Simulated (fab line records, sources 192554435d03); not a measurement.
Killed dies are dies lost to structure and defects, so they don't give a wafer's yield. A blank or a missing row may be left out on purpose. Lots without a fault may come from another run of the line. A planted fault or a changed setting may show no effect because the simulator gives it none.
Chamber matching | flow n5_finfet | N5_BEOL_M4_ETCHBACK_99 on rie_diel-03: 4 sister chambers
The step etches SiO2 in CHF3, target depth 5 nm, time 10.4 s. 18 wafers are shown with their chamber, then 9 later ones without.

WAFERS WITH THEIR CHAMBER
wafer  | chamber | drypump_motor_current_A (A) | showerhead_plenum_p_Torr (Torr) | throttle_valve_pct (%)
L074.1 | 0       | 6.3                         | 2.23                            | 17.31
L074.2 | 1       | 5.2                         | 2.29                            | 16.83
L074.4 | 2       | 6.0                         | 2.07                            | 17.00
L076.1 | 1       | 5.1                         | 2.29                            | 16.80
L076.2 | 3       | 5.6                         | 2.23                            | 17.52
L076.4 | 2       | 6.0                         | 2.06                            | 17.05
L075.3 | 2       | 6.0                         | 2.06                            | 17.05
L075.4 | 3       | 5.6                         | 2.23                            | 17.51
L075.6 | 1       | 5.1                         | 2.29                            | 16.82
L078.2 | 0       | 6.3                         | 2.22                            | 17.33
L078.3 | 3       | 5.6                         | 2.22                            | 17.55
L078.5 | 2       | 6.0                         | 2.06                            | 17.06
L083.1 | 2       | 6.0                         | 2.06                            | 17.08
L083.2 | 3       | 5.6                         | 2.22                            | 17.55
L083.5 | 0       | 6.3                         | 2.22                            | 17.36
L087.1 | 2       | 6.0                         | 2.05                            | 17.09
L087.4 | 0       | 6.2                         | 2.21                            | 17.38
L087.5 | 2       | 6.0                         | 2.05                            | 17.09

SIGNATURES (means of the wafers above)
reading                  | chamber 0 | chamber 1 | chamber 2 | chamber 3 | scatter within a chamber
drypump_motor_current_A  | 6.275     | 5.133     | 6.000     | 5.600     | 0.0318
showerhead_plenum_p_Torr | 2.2200    | 2.2900    | 2.0586    | 2.2250    | 0.00647
throttle_valve_pct       | 17.3450   | 16.8167   | 17.0600   | 17.5325   | 0.0276
Rule: a wafer's distance from a chamber is the root of the sum, over the readings, of the square of ((its reading less the chamber's mean) divided by the reading's scatter). The wafer belongs to the nearest chamber; if the next one is less than 2 further off, it can't be placed. The scatter: the root of (the sum of the squares of (reading less its chamber's mean) over the shown wafers, divided by (wafers less chambers)).

WAFERS WITHOUT THEIR CHAMBER
wafer  | drypump_motor_current_A (A) | showerhead_plenum_p_Torr (Torr) | throttle_valve_pct (%)
L088.1 | 6.3                         | 2.21                            | 17.39
L088.3 | 6.0                         | 2.05                            | 17.10
L088.6 | 6.3                         | 2.21                            | 17.42
L090.4 | 6.0                         | 2.05                            | 17.12
L090.5 | 6.3                         | 2.21                            | 17.39
L090.6 | 5.6                         | 2.21                            | 17.60
L092.2 | 5.6                         | 2.21                            | 17.61
L092.4 | 5.2                         | 2.28                            | 16.90
L092.5 | 5.2                         | 2.28                            | 16.90

WHICH CHAMBER EACH WENT THROUGH
wafer  | from the rows above | in truth
L088.1 | 0                   | 0
L088.3 | 2                   | 2
L088.6 | 0                   | 0
L090.4 | 2                   | 2
L090.5 | 0                   | 0
L090.6 | 3                   | 3
L092.2 | 3                   | 3
L092.4 | 1                   | 1
L092.5 | 1                   | 1
Placed correctly: 9 of 9. Can't be placed from these rows: 0. Placed wrongly: 0.
